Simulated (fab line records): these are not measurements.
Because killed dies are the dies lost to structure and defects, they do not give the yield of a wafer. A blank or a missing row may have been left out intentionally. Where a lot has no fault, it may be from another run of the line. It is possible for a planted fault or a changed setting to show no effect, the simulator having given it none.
Which of the tools did it? / flow nand harc / 13 lots, 38 wafers sampled, at 6 steps of a route of 1302

## WHAT EACH GAUGE READ, for each wafer
NHARC_P_M1_INSPECT_27.
lot=L881; measured=day 6 03:25; on=defect inspect-02; raw defect count=310 455 391
lot=L882; measured=day 6 19:13; on=defect inspect-02; raw defect count=292 321 510
lot=L884; measured=day 7 14:11; on=defect inspect-02; raw defect count=449 283 453
lot=L885; measured=day 7 23:20; on=defect inspect-01; raw defect count=554 287 166
lot=L886; measured=day 8 09:23; on=defect inspect-01; raw defect count=192 243 403
lot=L887; measured=day 8 23:43; on=defect inspect-01; raw defect count=226 339 355
lot=L888; measured=day 9 14:12; on=defect inspect-01; raw defect count=193 316 209
lot=L890; measured=day 10 08:02; on=defect inspect-01; raw defect count=260 281 161
lot=L891; measured=day 10 23:26; on=defect inspect-01; raw defect count=219 152 195
lot=L893; measured=day 11 10:02; on=defect inspect-01; raw defect count=121 217
lot=L894; measured=day 12 07:45; on=defect inspect-02; raw defect count=383 280 476
lot=L903; measured=day 15 15:04; on=defect inspect-01; raw defect count=366 267 259
lot=L904; measured=day 15 22:58; on=defect inspect-02; raw defect count=309 171 339

NHARC_P_M2_CD_MEAS_09: target cd 170 nm.
lot=L881; measured=day 6 04:55; on=cd sem-03; cd nm (nm)=170.3 171.2 170.4
lot=L882; measured=day 6 20:43; on=cd sem-01; cd nm (nm)=169.8 169.1 169.5
lot=L884; measured=day 7 15:27; on=cd sem-03; cd nm (nm)=170.8 171.1 170.5
lot=L885; measured=day 8 00:36; on=cd sem-03; cd nm (nm)=170.6 170.7 170.0
lot=L886; measured=day 8 10:53; on=cd sem-01; cd nm (nm)=171.0 170.8 171.0
lot=L887; measured=day 9 01:06; on=cd sem-01; cd nm (nm)=169.9 170.1 170.5
lot=L888; measured=day 9 15:28; on=cd sem-02; cd nm (nm)=169.7 169.1 168.9
lot=L890; measured=day 10 09:17; on=cd sem-01; cd nm (nm)=171.0 169.9 170.0
lot=L891; measured=day 11 00:53; on=cd sem-03; cd nm (nm)=169.5 170.5 168.8
lot=L893; measured=day 11 11:26; on=cd sem-02; cd nm (nm)=169.2 162.4
lot=L894; measured=day 12 09:09; on=cd sem-02; cd nm (nm)=170.1 171.1 170.4
lot=L903; measured=day 15 16:30; on=cd sem-02; cd nm (nm)=170.6 170.2 171.3
lot=L904; measured=day 16 00:22; on=cd sem-02; cd nm (nm)=170.1 170.5 169.4

NHARC_END_SORT_01.
lot=L891; measured=day 29 11:46; on=prober-02; defect limited yield (%)=93.8 94.8 91.9; killed at array=37 31 49; killed at other=0 1 1; killed at periphery=5 3 5; killed dies=42 35 55; killed open=4 5 6; killed short=2 0 4

## EACH LOT AND THE TOOL THAT RAN IT (in order: tool; ch and the chambers of the sampled wafers; start)
lot=L881; NHARC_P_M1_DEGAS_29=pvd sputter-02, day 6 01:52; NHARC_P_M2_PEB_07=litho track-01 ch 0, day 6 04:50; NHARC_P_M2_ETCH_15=rie diel-09 ch 1,2,3, no start
lot=L882; NHARC_P_M1_DEGAS_29=pvd sputter-01, day 6 17:41; NHARC_P_M2_PEB_07=litho track-01 ch 0, day 6 20:37; NHARC_P_M2_ETCH_15=rie diel-09 ch 1,2, no start
lot=L884; NHARC_P_M1_DEGAS_29=pvd sputter-02, day 7 12:37; NHARC_P_M2_PEB_07=litho track-04 ch 0, day 7 15:22; NHARC_P_M2_ETCH_15=rie diel-09 ch 0,1, no start
lot=L885; NHARC_P_M1_DEGAS_29=pvd sputter-03, day 7 21:22; NHARC_P_M2_PEB_07=litho track-04 ch 0, day 8 00:31; NHARC_P_M2_ETCH_15=rie diel-11 ch 0,1, no start
lot=L886; NHARC_P_M1_DEGAS_29=pvd sputter-02, day 8 07:30; NHARC_P_M2_PEB_07=litho track-04 ch 0, day 8 10:49; NHARC_P_M2_ETCH_15=rie diel-09 ch 0,2,3, no start
lot=L887; NHARC_P_M1_DEGAS_29=pvd sputter-03, day 8 22:09; NHARC_P_M2_PEB_07=litho track-06 ch 0, day 9 01:01; NHARC_P_M2_ETCH_15=rie diel-09 ch 0,2, no start
lot=L888; NHARC_P_M1_DEGAS_29=pvd sputter-01, day 9 12:39; NHARC_P_M2_PEB_07=litho track-06 ch 0, day 9 15:23; NHARC_P_M2_ETCH_15=rie diel-11 ch 0,3, no start
lot=L890; NHARC_P_M1_DEGAS_29=pvd sputter-01, day 10 06:29; NHARC_P_M2_PEB_07=litho track-01 ch 0, day 10 09:13; NHARC_P_M2_ETCH_15=rie diel-11 ch 0,1,2, no start
lot=L891; NHARC_P_M1_DEGAS_29=pvd sputter-02, day 10 21:46; NHARC_P_M2_PEB_07=litho track-06 ch 0, day 11 00:48; NHARC_P_M2_ETCH_15=rie diel-11 ch 0,1,3, day 29 11:46 or earlier
lot=L893; NHARC_P_M1_DEGAS_29=pvd sputter-01, day 11 08:31; NHARC_P_M2_PEB_07=litho track-06 ch 0, day 11 11:21; NHARC_P_M2_ETCH_15=rie diel-11 ch 0,3, no start
lot=L894; NHARC_P_M1_DEGAS_29=pvd sputter-03, day 12 06:12; NHARC_P_M2_PEB_07=litho track-04 ch 0, day 12 09:04; NHARC_P_M2_ETCH_15=rie diel-09 ch 0,2,3, no start
lot=L903; NHARC_P_M1_DEGAS_29=pvd sputter-01, day 15 13:31; NHARC_P_M2_PEB_07=litho track-04 ch 0, day 15 16:25; NHARC_P_M2_ETCH_15=rie diel-08 ch 0,3, no start
lot=L904; NHARC_P_M1_DEGAS_29=pvd sputter-01, day 15 21:25; NHARC_P_M2_PEB_07=litho track-01 ch 0, day 16 00:17; NHARC_P_M2_ETCH_15=rie diel-09 ch 0,2,3, no start
- NHARC_P_M1_DEGAS_29: time 60 s.
- NHARC_P_M2_PEB_07: peb time 65 s.
- NHARC_P_M2_ETCH_15: etches the open film in C4F8/Ar, target depth 182.5 nm, time 91.2 s.

## AS READ BY THE TOOLS THEMSELVES (means over the sampled wafers that have a number; for cases with no such wafer, the mark the record gives instead)
NHARC_P_M1_DEGAS_29.
lot=L881; tool=pvd sputter-02; heater power w (W)=325
lot=L882; tool=pvd sputter-01; heater power w (W)=368
lot=L884; tool=pvd sputter-02; heater power w (W)=322
lot=L885; tool=pvd sputter-03; heater power w (W)=325
lot=L886; tool=pvd sputter-02; heater power w (W)=322
lot=L887; tool=pvd sputter-03; heater power w (W)=351
lot=L888; tool=pvd sputter-01; heater power w (W)=348
lot=L890; tool=pvd sputter-01; heater power w (W)=363
lot=L891; tool=pvd sputter-02; heater power w (W)=308
lot=L893; tool=pvd sputter-01; heater power w (W)=318
lot=L894; tool=pvd sputter-03; heater power w (W)=329
lot=L903; tool=pvd sputter-01; heater power w (W)=358
lot=L904; tool=pvd sputter-01; heater power w (W)=362

NHARC_P_M2_PEB_07.
lot=L881; tool=litho track-01; heater power total W (W)=156.8
lot=L882; tool=litho track-01; heater power total W (W)=156.2
lot=L884; tool=litho track-04; heater power total W (W)=156.6
lot=L885; tool=litho track-04; heater power total W (W)=156.4
lot=L886; tool=litho track-04; heater power total W (W)=156.4
lot=L887; tool=litho track-06; heater power total W (W)=156.6
lot=L888; tool=litho track-06; heater power total W (W)=156.7
lot=L890; tool=litho track-01; heater power total W (W)=157.1
lot=L891; tool=litho track-06; heater power total W (W)=156.2
lot=L893; tool=litho track-06; heater power total W (W)=165.9
lot=L894; tool=litho track-04; heater power total W (W)=156.3
lot=L903; tool=litho track-04; heater power total W (W)=156.8
lot=L904; tool=litho track-01; heater power total W (W)=156.3

NHARC_P_M2_ETCH_15.
lot=L881; tool=rie diel-09; chamber pressure mTorr (mTorr)=24.999; oes product au (a.u.)=0.922; rf vpp V (V)=441.7
lot=L882; tool=rie diel-09; chamber pressure mTorr (mTorr)=25.018; oes product au (a.u.)=0.983; rf vpp V (V)=442.8
lot=L884; tool=rie diel-09; chamber pressure mTorr (mTorr)=25.016; oes product au (a.u.)=0.975; rf vpp V (V)=442.0
lot=L885; tool=rie diel-11; chamber pressure mTorr (mTorr)=24.981; oes product au (a.u.)=0.931; rf vpp V (V)=442.0
lot=L886; tool=rie diel-09; chamber pressure mTorr (mTorr)=24.984; oes product au (a.u.)=0.946; rf vpp V (V)=443.4
lot=L887; tool=rie diel-09; chamber pressure mTorr (mTorr)=24.997; oes product au (a.u.)=0.977; rf vpp V (V)=444.1
lot=L888; tool=rie diel-11; chamber pressure mTorr (mTorr)=24.996; oes product au (a.u.)=0.922; rf vpp V (V)=439.9
lot=L890; tool=rie diel-11; chamber pressure mTorr (mTorr)=25.031; oes product au (a.u.)=0.914; rf vpp V (V)=442.3
lot=L891; tool=rie diel-11; chamber pressure mTorr (mTorr)=24.993; oes product au (a.u.)=0.928; rf vpp V (V)=440.8
lot=L893; tool=rie diel-11; chamber pressure mTorr (mTorr)=24.990; oes product au (a.u.)=0.925; rf vpp V (V)=438.6
lot=L894; tool=rie diel-09; chamber pressure mTorr (mTorr)=25.001; oes product au (a.u.)=0.927; rf vpp V (V)=443.0
lot=L903; tool=rie diel-08; chamber pressure mTorr (mTorr)=24.996; oes product au (a.u.)=0.970; rf vpp V (V)=441.8
lot=L904; tool=rie diel-09; chamber pressure mTorr (mTorr)=25.024; oes product au (a.u.)=0.957; rf vpp V (V)=442.6

## THE ANSWER, worked out from the rows above alone
Rule: the lots themselves supply what counts as usual. Put in order of their means at a reading, lots are off if they are a third of the lots or fewer, leave a main group of 4 or more, and stand apart from it by a gap of 3 or more times the standard deviation of the main group's means; of several such gaps the widest counts. A main group whose means are all the same, to the digits that the tables above print for the reading, isn't used. Also off: a lot with no number at a reading for which 4 or more lots have one. The other lots that the step has rows for count as sound. First the gauges in route order, then the tools' own readings, where a lot's mean is used as printed above. At the first step where some lot is off, the reading lying furthest off is the one used; lots without a number count as furthest.
Off: L893 (NHARC_P_M2_CD_MEAS_09, cd nm). For the main group the mean is 170.2 nm and the standard deviation 0.53.
A tool fits if, at a process step before that reading, it ran every lot that is off, and no sound lot after the first of them. Not tried: the gauges at NHARC_P_M2_CD_MEAS_09; whatever is off there is also off at NHARC_P_M2_PEB_07, on other tools, and gauge error can't account for it. One fits: NHARC_P_M2_PEB_07 on litho track-06. Its last sound lot is L891 (day 11 00:48), its first lot that is off L893 (day 11 11:21): a fault that began between those two fits.
On the lots that are off, the tool's own readings at NHARC_P_M2_PEB_07 differ by more than 5 times the standard deviation of the sound lots' means, which bears it out; heater power total W reads 165.9 W there versus 156.5 W on the sound lots.

## WHAT THE SIMULATOR PUT IN
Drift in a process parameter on litho track-06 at NHARC_P_M2_PEB_07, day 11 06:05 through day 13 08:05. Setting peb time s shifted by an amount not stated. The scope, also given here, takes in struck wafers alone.
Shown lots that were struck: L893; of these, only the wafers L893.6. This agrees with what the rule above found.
